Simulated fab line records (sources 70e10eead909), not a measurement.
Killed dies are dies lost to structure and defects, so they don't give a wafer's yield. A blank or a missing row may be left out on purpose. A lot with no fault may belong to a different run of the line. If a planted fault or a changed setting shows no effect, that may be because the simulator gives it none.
fab line records -- flow nand-harc
record: lots: 12, wafers: 36, last-day: 34
route steps=1302 shown P_BONDPAD@353 END@1302
lots with no fault: from the same line, run without faults
start-h: the number of hours between the record's first day and the start of the first shown wafer of the lot -- wait-h: hours since the lot's step before -- " identical to the entry in the row above -- L1.1+2: a row that stands for several wafers -- - no value, or no start was given -- * or withheld: withheld -- < > ~ a bound
route shown NAME@n: names a module that has steps shown in the file, with the first one's number in the route -- usual: mean/standard deviation taken from wafers without a fault -- same: alike in all rows -- chamber/n: place in a boat -- sites: per-site readings -- _std_site: standard deviation of those values -- _edge_site: mean of outer sites minus mean of inner sites -- radius-mm: for every site, how far away it sits from the centre of the wafer -- mask NAME#n: copy n -- behind: the most recent tool/chamber to have shaped the wafer -- hold: why the lot was held/for how many hours/how that ended -- device: whichever transistor did not switch (one of n, p or np) -- end of line: the same wafers' tests at the end of the route -- a step with no rows: only its recipe -- killed: dies that structure and defects cost at the first sort, which is not the same as the wafer's yield -- map: the dies of a wafer, with x for killed, . for not killed, _ for no die there
set.NAME: setting as actually run; set.NAME@STEP: the setting as run at that earlier step -- model.NAME: the simulator's own value behind a step, which no gauge read
route steps across a sampled set of lots; one table per step, one row per wafer
services: a tool's chamber out of use, with start hour (start-h, from the record's first day; less than 0 if before it), hours out, and reason
== steps ==
step: NHARC_P_BONDPAD_THK_MEAS_33
recipe: thk-meas-gauge: ellipsometry
usual: thk-nm: 200.2/1.6
lot.wafer,tool,chamber,start-h,wait-h,thk-nm
L927.1,film-metro-02,-,142.91,0.2,201.2
L927.2,film-metro-02,-,142.91,0.2,196.9
L927.4,film-metro-02,-,142.91,0.2,201.4
L928.3,film-metro-02,-,148.49,0.2,201.3
L928.5,film-metro-02,-,148.49,0.2,197.3
L928.6,film-metro-02,-,148.49,0.2,199.8
L929.4,film-metro-02,-,158.22,0.2,198.4
L929.5,film-metro-02,-,158.22,0.2,201.3
L929.6,film-metro-02,-,158.22,0.2,201.8
L935.1,film-metro-01,-,220.48,0.2,199.8
L935.4,film-metro-01,-,220.48,0.2,200.5
L935.5,film-metro-01,-,220.48,0.2,197.5
L937.2,film-metro-01,-,232.66,0.1,202.0
L937.5,film-metro-01,-,232.66,0.1,202.3
L937.6,film-metro-01,-,232.66,0.1,201.2
L936.2,film-metro-02,-,234.35,0.2,198.1
L936.3,film-metro-02,-,234.35,0.2,198.7
L936.4,film-metro-02,-,234.35,0.2,200.5
L938.1,film-metro-01,-,250.81,0.1,202.2
L938.2,film-metro-01,-,250.81,0.1,197.3
L938.4,film-metro-01,-,250.81,0.1,196.5
L939.1,film-metro-01,-,257.85,0.2,200.6
L939.2,film-metro-01,-,257.85,0.2,201.0
L939.5,film-metro-01,-,257.85,0.2,200.4
L942.3,film-metro-02,-,288.84,0.2,201.7
L942.4,film-metro-02,-,288.84,0.2,200.7
L942.6,film-metro-02,-,288.84,0.2,201.8
L948.1,film-metro-02,-,352.38,0.2,201.5
L948.3,film-metro-02,-,352.38,0.2,202.2
L948.6,film-metro-02,-,352.38,0.2,201.1
L949.2,film-metro-02,-,353.99,0.2,200.2
L949.4,film-metro-02,-,353.99,0.2,200.6
L949.5,film-metro-02,-,353.99,0.2,201.0
L950.1,film-metro-02,-,361.71,0.2,202.3
L950.3,film-metro-02,-,361.71,0.2,198.7
L950.4,film-metro-02,-,361.71,0.2,200.7
step: NHARC_P_BONDPAD_ETCH_37
recipe: target-depth-a: 600, overetch-a: 180, time-s: 65.91, ion-energy-ev: 200, n2-flow-sccm: 150, h2-flow-sccm: 150, ar-flow-sccm: 0, rf-w: 400, bias-w: 150, chemistry: N2/H2
usual: drypump-motor-current-A: 6.0/0.33, oes-product-au: 1.001/0.0091, rf-vpp-V: 429.5/1.8, run-length-s: 87.1/0.52, showerhead-plenum-p-Torr: 2.00/0.06, throttle-valve-pct: 14.172/0.0087
same: time-s: 65.91
lot.wafer,tool,chamber,start-h,wait-h,drypump-motor-current-A,oes-product-au,rf-hours-counter-h,rf-vpp-V,run-length-s,showerhead-plenum-p-Torr,throttle-valve-pct
L927.2,rie-diel-07,0,143.77,0.1,5.7,1.000,0.4,428.3,87.2,1.97,14.177
L927.4,rie-diel-07,1,143.77,0.1,5.9,1.004,0.4,428.7,87.7,1.96,14.166
L927.1,rie-diel-07,3,143.77,0.1,6.5,0.995,0.5,430.8,86.3,2.07,14.184
L928.3,rie-diel-07,3,149.25,0.1,6.5,1.002,0.9,430.9,86.2,2.07,14.180
L928.5,rie-diel-07,0,149.25,0.1,5.8,1.006,-,427.4,87.1,1.97,14.170
L928.6,rie-diel-07,1,149.25,0.1,5.8,1.011,-,430.0,88.0,1.97,14.163
L929.4,rie-diel-01,3,159.09,0.1,5.9,0.996,5.9,431.4,86.8,2.04,14.180
L929.6,rie-diel-01,1,159.09,0.1,5.2,0.997,-,430.2,86.7,2.06,14.163
L929.5,rie-diel-01,2,159.09,0.1,6.2,0.982,-,427.2,86.9,1.90,14.154
L935.1,rie-diel-07,2,221.34,0.1,6.1,1.003,3.3,429.6,86.9,2.06,14.181
L935.4,rie-diel-07,1,221.34,0.1,5.9,1.016,2.9,430.2,88.1,1.96,14.160
L935.5,rie-diel-07,2,221.34,0.1,6.1,1.001,-,429.7,87.1,2.06,14.174
L937.2,rie-diel-07,0,233.53,0.1,5.7,1.000,2.7,427.4,87.1,1.97,14.176
L937.5,rie-diel-07,0,233.53,0.1,5.7,1.005,-,427.8,87.1,1.97,14.167
L937.6,rie-diel-07,1,233.53,0.1,5.9,1.010,-,428.8,87.9,1.96,14.172
L936.2,rie-diel-07,0,235.22,0.1,5.8,1.013,3.1,429.6,87.4,1.97,14.176
L936.4,rie-diel-07,1,235.22,0.1,5.8,1.013,3.5,429.7,88.1,1.96,14.173
L936.3,rie-diel-07,2,235.22,0.1,6.1,1.005,3.9,432.1,87.4,2.06,14.180
L938.4,rie-diel-07,1,251.68,0.1,5.8,1.008,3.7,430.1,88.3,1.96,14.160
L938.1,rie-diel-07,2,251.68,0.1,6.1,0.990,4.2,431.4,86.9,2.06,14.169
L938.2,rie-diel-07,3,251.68,0.1,6.5,0.999,3.8,431.6,86.8,2.07,14.158
L939.2,rie-diel-07,0,258.72,0.1,5.8,1.005,3.5,428.9,87.3,1.97,14.157
L939.1,rie-diel-07,1,258.72,0.1,5.8,1.011,4.0,427.8,87.7,1.96,14.154
L939.5,rie-diel-07,0,258.72,0.1,5.7,0.995,-,429.0,87.3,1.97,14.170
L942.3,rie-diel-07,3,289.70,0.1,6.5,0.998,5.2,430.9,86.6,2.07,14.161
L942.4,rie-diel-07,2,289.70,0.1,6.1,1.000,5.6,432.0,86.8,2.06,14.176
L942.6,rie-diel-07,3,289.70,0.1,6.5,1.003,-,432.0,86.3,2.07,14.169
L948.1,rie-diel-01,3,353.25,0.1,5.9,0.995,6.7,430.4,86.8,2.04,14.160
L948.3,rie-diel-01,0,353.25,0.1,6.1,1.009,6.6,431.2,87.1,2.07,14.170
L948.6,rie-diel-01,3,353.25,0.1,5.9,0.993,-,430.9,86.8,2.04,14.160
L949.4,rie-diel-06,0,354.85,0.1,5.9,1.003,3.0,429.3,87.5,1.98,14.187
L949.2,rie-diel-06,1,354.85,0.1,5.5,1.013,3.0,428.9,86.6,1.99,14.186
L949.5,rie-diel-06,0,354.85,0.1,5.9,0.989,-,428.8,87.7,1.98,14.171
L950.1,rie-diel-07,0,362.58,0.1,5.8,0.997,0.7,427.8,87.1,1.97,14.169
L950.4,rie-diel-07,1,362.58,0.1,5.8,1.009,0.7,427.6,88.3,1.96,14.168
L950.3,rie-diel-07,2,362.58,0.1,6.1,0.979,0.7,432.2,86.7,2.06,14.180
step: NHARC_P_BONDPAD_CD_MEAS_13
usual: cd-nm: 498.8/2.2
lot.wafer,tool,chamber,start-h,wait-h,cd-nm
L927.1,cd-sem-01,-,144.00,-,498.4
L927.2,cd-sem-01,-,144.00,-,497.6
L927.4,cd-sem-01,-,144.00,-,496.6
L928.3,cd-sem-01,-,149.46,-,501.9
L928.5,cd-sem-01,-,149.46,-,501.0
L928.6,cd-sem-01,-,149.46,-,500.0
L929.4,cd-sem-01,-,159.32,-,499.7
L929.5,cd-sem-01,-,159.32,-,501.3
L929.6,cd-sem-01,-,159.32,-,499.7
L935.1,cd-sem-01,-,221.57,-,500.7
L935.4,cd-sem-01,-,221.57,-,503.5
L935.5,cd-sem-01,-,221.57,-,500.9
L937.2,cd-sem-03,-,233.76,-,496.7
L937.5,cd-sem-03,-,233.76,-,502.0
L937.6,cd-sem-03,-,233.76,-,502.2
L936.2,cd-sem-03,-,235.45,-,497.0
L936.3,cd-sem-03,-,235.45,-,501.1
L936.4,cd-sem-03,-,235.45,-,500.6
L938.1,cd-sem-02,-,251.90,-,495.3
L938.2,cd-sem-02,-,251.90,-,498.0
L938.4,cd-sem-02,-,251.90,-,500.6
L939.1,cd-sem-02,-,258.94,-,495.5
L939.2,cd-sem-02,-,258.94,-,496.9
L939.5,cd-sem-02,-,258.94,-,496.6
L942.3,cd-sem-03,-,289.94,-,496.4
L942.4,cd-sem-03,-,289.94,-,496.1
L942.6,cd-sem-03,-,289.94,-,498.2
L948.1,cd-sem-01,-,353.47,-,497.4
L948.3,cd-sem-01,-,353.47,-,497.3
L948.6,cd-sem-01,-,353.47,-,496.9
L949.2,cd-sem-01,-,355.08,-,496.6
L949.4,cd-sem-01,-,355.08,-,493.1
L949.5,cd-sem-01,-,355.08,-,496.2
L950.1,cd-sem-02,-,362.80,-,496.5
L950.3,cd-sem-02,-,362.80,-,495.9
L950.4,cd-sem-02,-,362.80,-,497.8
step: NHARC_P_BONDPAD_ETCH_24
recipe: target-depth-a: 300, over-etch-frac: 0.3, time-s: 72.99, ion-energy-ev: 150, cf4-flow-sccm: 50, n2-flow-sccm: 100, ar-flow-sccm: 150, rf-w: 300, bias-w: 100, chemistry: CF4/N2
usual: drypump-motor-current-A: 5.9/0.33, oes-product-au: 1.000/0.011, rf-vpp-V: 313.3/1.5, run-length-s: 94.1/0.46, showerhead-plenum-p-Torr: 2.58/0.076, throttle-valve-pct: 19.796/0.01
lot.wafer,tool,chamber,start-h,wait-h,drypump-motor-current-A,oes-product-au,rf-hours-counter-h,rf-vpp-V,run-length-s,showerhead-plenum-p-Torr,throttle-valve-pct
L927.2,rie-diel-06,1,144.25,0.2,5.5,1.015,0.1,313.8,94.2,2.58,19.801
L927.1,rie-diel-06,2,144.25,0.2,6.3,1.009,0.1,310.4,94.5,2.48,19.794
L927.4,rie-diel-06,1,144.25,0.2,5.5,1.020,-,313.8,93.5,2.58,19.800
L928.3,rie-diel-01,2,149.71,-,6.2,0.994,6.2,311.4,93.8,2.46,19.814
L928.5,rie-diel-01,3,149.71,-,6.0,1.003,-,315.5,93.7,2.63,19.798
L928.6,rie-diel-01,0,149.71,-,6.1,1.015,-,314.6,94.0,2.67,19.811
L929.4,rie-diel-06,3,159.56,-,6.0,0.995,0.4,311.4,94.2,2.48,19.800
L929.5,rie-diel-06,0,159.56,-,6.0,1.002,-,311.7,94.5,2.56,19.814
L929.6,rie-diel-06,1,159.56,-,5.5,1.020,-,314.9,93.8,2.58,19.797
L935.4,rie-diel-01,1,221.79,-,5.2,0.990,1.0,313.4,93.9,2.65,19.803
L935.1,rie-diel-01,3,221.79,-,5.9,0.995,1.1,313.2,93.6,2.62,19.811
L935.5,rie-diel-01,2,221.79,-,6.1,0.977,-,311.2,93.6,2.45,19.798
L937.2,rie-diel-01,0,234.00,-,6.0,1.007,1.1,314.7,94.2,2.67,19.812
L937.5,rie-diel-01,1,234.00,-,5.3,0.991,-,314.2,93.8,2.65,19.796
L937.6,rie-diel-01,2,234.00,-,6.1,0.984,-,311.6,93.7,2.45,19.805
L936.3,rie-diel-01,2,235.67,-,6.1,0.999,1.6,310.7,93.9,2.45,19.783
L936.2,rie-diel-01,3,235.67,-,6.0,1.013,1.3,314.6,93.6,2.62,19.800
L936.4,rie-diel-01,1,235.67,-,5.2,1.005,1.4,315.6,94.4,2.65,19.796
L938.4,rie-diel-06,0,252.13,-,6.0,1.002,6.0,313.4,95.0,2.55,19.803
L938.2,rie-diel-06,1,252.13,-,5.5,1.018,6.7,313.2,93.9,2.57,19.801
L938.1,rie-diel-06,2,252.13,-,6.3,0.998,6.1,311.0,94.4,2.48,19.800
L939.1,rie-diel-06,0,259.17,-,5.9,0.996,6.1,312.4,94.8,2.55,19.799
L939.2,rie-diel-06,1,259.17,-,5.5,1.013,6.8,314.0,93.8,2.57,19.802
L939.5,rie-diel-06,0,259.17,-,5.9,0.995,-,312.4,95.0,2.55,19.797
L942.3,rie-diel-01,2,290.16,-,6.2,0.980,3.6,311.6,93.4,2.45,19.781
L942.4,rie-diel-01,0,290.16,-,6.1,1.010,3.4,316.8,75.6,2.67,19.787
L942.6,rie-diel-01,2,290.16,-,6.2,0.979,-,310.0,74.8,2.45,19.801
L948.3,rie-diel-07,0,353.69,-,5.8,1.004,0.4,314.2,94.7,2.54,19.804
L948.1,rie-diel-07,2,353.69,-,6.1,0.980,0.4,314.4,94.2,2.65,19.790
L948.6,rie-diel-07,0,353.69,-,5.7,1.008,-,311.6,94.3,2.54,19.796
L949.4,rie-diel-07,2,355.32,-,6.1,0.997,0.5,313.4,94.1,2.65,19.801
L949.2,rie-diel-07,3,355.32,-,6.5,1.019,0.5,315.6,94.0,2.66,19.799
L949.5,rie-diel-07,1,355.32,-,5.9,1.015,-,312.4,94.8,2.53,19.799
L950.4,rie-diel-07,1,363.03,-,5.8,1.001,0.8,313.8,94.9,2.53,19.798
L950.3,rie-diel-07,2,363.03,-,6.1,0.975,0.9,314.3,94.1,2.65,19.784
L950.1,rie-diel-07,3,363.03,-,6.5,1.004,0.9,313.4,93.6,2.66,19.821
step: NHARC_END_SORT_01
recipe: temp-c: 25
usual: defect-limited-yield: 89.9/2.7, killed-at-array: 64/18, killed-at-other: 0.8/1.1, killed-at-periphery: 3.8/2.7, killed-dies: 68/18, killed-open: 3.3/1.9, killed-short: 2.3/1.8
same: gross-dies: 677
lot.wafer,tool,chamber,start-h,wait-h,defect-limited-yield[%],killed-at-array,killed-at-other,killed-at-periphery,killed-dies,killed-open,killed-short
L942.3,prober-01,0,714.91,3.1,91.6,52,1,4,57,3,2
L942.4,prober-01,0,715.70,3.4,90.7,56,0,7,63,7,1
L942.6,prober-01,0,717.29,4.0,91.4,48,1,9,58,6,3
killed by level:class
L942.3 A_SLIT:chamber-film-flake=33 A_CHANNEL_HOLE_D1:chamber-film-flake=8 A_CONTACT:chamber-film-flake=5 P_M1:chamber-film-flake=3 P_M0:geometric-particle:open=1 A_CHANNEL_FILL_D1:geometric-particle:short=1 A_ONON_D2:geometric-particle:open=1 A_CHANNEL_FILL_D2:geometric-particle:open=1
L942.4 A_SLIT:chamber-film-flake=32 A_CHANNEL_HOLE_D1:chamber-film-flake=11 P_M1:chamber-film-flake=3 A_CONTACT:chamber-film-flake=3 P_GATE:chamber-film-flake=2 P_M1:geometric-particle:open=1 A_ONON_D1:geometric-particle:open=1 A_CHANNEL_FILL_D1:geometric-particle:open=1
L942.6 A_SLIT:chamber-film-flake=21 A_CHANNEL_HOLE_D1:chamber-film-flake=8 P_M1:chamber-film-flake=5 A_CONTACT:chamber-film-flake=3 A_WL_FILL:geometric-particle:open=2 P_ZERO_WELL:chamber-film-flake=2 A_CHANNEL_HOLE_D2:chamber-film-flake=2 A_STAIRCASE:chamber-film-flake=2
== services ==
tool,chamber,start-h,hours,kind
rie-diel-07,0,126.20,-,clean
rie-diel-07,1,126.20,-,clean
rie-diel-07,2,126.20,-,clean
rie-diel-07,3,126.20,-,clean
rie-diel-06,-,130.20,9.0,pm
rie-diel-01,3,141.34,2.0,repair
rie-diel-07,0,150.70,-,clean
rie-diel-07,1,150.70,-,clean
rie-diel-07,2,150.70,-,clean
rie-diel-07,3,150.70,-,clean
rie-diel-07,0,175.20,-,clean
rie-diel-07,1,175.20,-,clean
rie-diel-07,2,175.20,-,clean
rie-diel-07,3,175.20,-,clean
rie-diel-07,0,199.70,-,clean
rie-diel-07,1,199.70,-,clean
rie-diel-07,2,199.70,-,clean
rie-diel-01,-,203.81,9.0,pm
rie-diel-01,2,270.54,7.7,repair
rie-diel-06,0,279.83,6.5,repair
rie-diel-06,1,292.75,25.7,repair
rie-diel-07,-,294.20,9.0,pm
rie-diel-06,-,307.20,9.0,pm
rie-diel-06,-,357.03,0.3,repair
== key ==
first-sign: step: NHARC_P_BONDPAD_ETCH_24, reading: run-length-s, direction: down, sigmas: 41, usual: *, struck: *
effect none on later readings
met-at NHARC_P_BONDPAD_ETCH_24
struck-lots L942
struck-wafers L942.4,L942.6
not-acting-at NHARC_P_BONDPAD_THK_MEAS_33,NHARC_P_BONDPAD_ETCH_37,NHARC_P_BONDPAD_CD_MEAS_13
onset-between 235.67 290.16
fault: kind: process-parameter-drift, tool: rie-diel-01, chamber: -, onset-h: 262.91, steps: NHARC_P_BONDPAD_ETCH_24, channel: time-s, offset: *, shape: step, end-h: 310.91, scope: struck-wafers-only, acts-in: *, stated: *
